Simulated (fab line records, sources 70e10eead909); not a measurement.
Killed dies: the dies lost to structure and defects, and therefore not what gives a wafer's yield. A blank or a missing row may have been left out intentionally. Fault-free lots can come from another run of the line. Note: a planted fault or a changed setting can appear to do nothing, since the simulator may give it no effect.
Chamber matching || flow nand_harc || NHARC_P_ZERO_WELL_DESCUM_13 on rie_diel-03 has 4 sister chambers
The step chemistry O2, time 3 s. 4 wafers are shown with their chamber, then 8 later ones without.

== WAFERS PAIRED WITH THEIR CHAMBERS ==
{"wafer": "L080.1", "chamber": 2, "showerhead_plenum_p_Torr (Torr)": 2.06}
{"wafer": "L080.2", "chamber": 0, "showerhead_plenum_p_Torr (Torr)": 1.92}
{"wafer": "L080.3", "chamber": 3, "showerhead_plenum_p_Torr (Torr)": 2.03}
{"wafer": "L084.2", "chamber": 1, "showerhead_plenum_p_Torr (Torr)": 1.90}

== WAFERS WHOSE CHAMBER IS MISSING ==
{"wafer": "L084.4", "showerhead_plenum_p_Torr (Torr)": 2.02}
{"wafer": "L084.6", "showerhead_plenum_p_Torr (Torr)": 1.90}
{"wafer": "L089.1", "showerhead_plenum_p_Torr (Torr)": 1.90}
{"wafer": "L089.3", "showerhead_plenum_p_Torr (Torr)": 2.02}
{"wafer": "L089.5", "showerhead_plenum_p_Torr (Torr)": 2.05}
{"wafer": "L097.2", "showerhead_plenum_p_Torr (Torr)": 1.91}
{"wafer": "L097.3", "showerhead_plenum_p_Torr (Torr)": 2.01}
{"wafer": "L097.5", "showerhead_plenum_p_Torr (Torr)": 1.89}

== EACH ONE'S CHAMBER ==
{"wafer": "L084.4", "from the rows above": 3, "in truth": 3}
{"wafer": "L084.6", "from the rows above": "can't be placed: 1 or 0", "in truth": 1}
{"wafer": "L089.1", "from the rows above": "can't be placed: 1 or 0", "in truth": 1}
{"wafer": "L089.3", "from the rows above": 3, "in truth": 3}
{"wafer": "L089.5", "from the rows above": "can't be placed: 2 or 3", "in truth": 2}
{"wafer": "L097.2", "from the rows above": "can't be placed: 0 or 1", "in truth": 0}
{"wafer": "L097.3", "from the rows above": 3, "in truth": 3}
{"wafer": "L097.5", "from the rows above": "can't be placed: 1 or 0", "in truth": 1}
Correctly placed: 3 of 8. Cannot be placed on the basis of these rows: 5; the candidates contain the true chamber in 5. Placed wrongly: 0.
How it was worked out, from the rows above alone: a wafer's distance from a chamber is the root of the sum, over the readings, of the square of ((its reading less the chamber's mean) divided by the reading's scatter). The wafer belongs to the nearest chamber; if the next one is less than 2 further off, it can't be placed. Each chamber's mean is taken over the wafers shown for it. The scatter (one wafer shown for each chamber): square how far every hidden wafer sits from the nearest shown wafer, average those squares and take the square root.
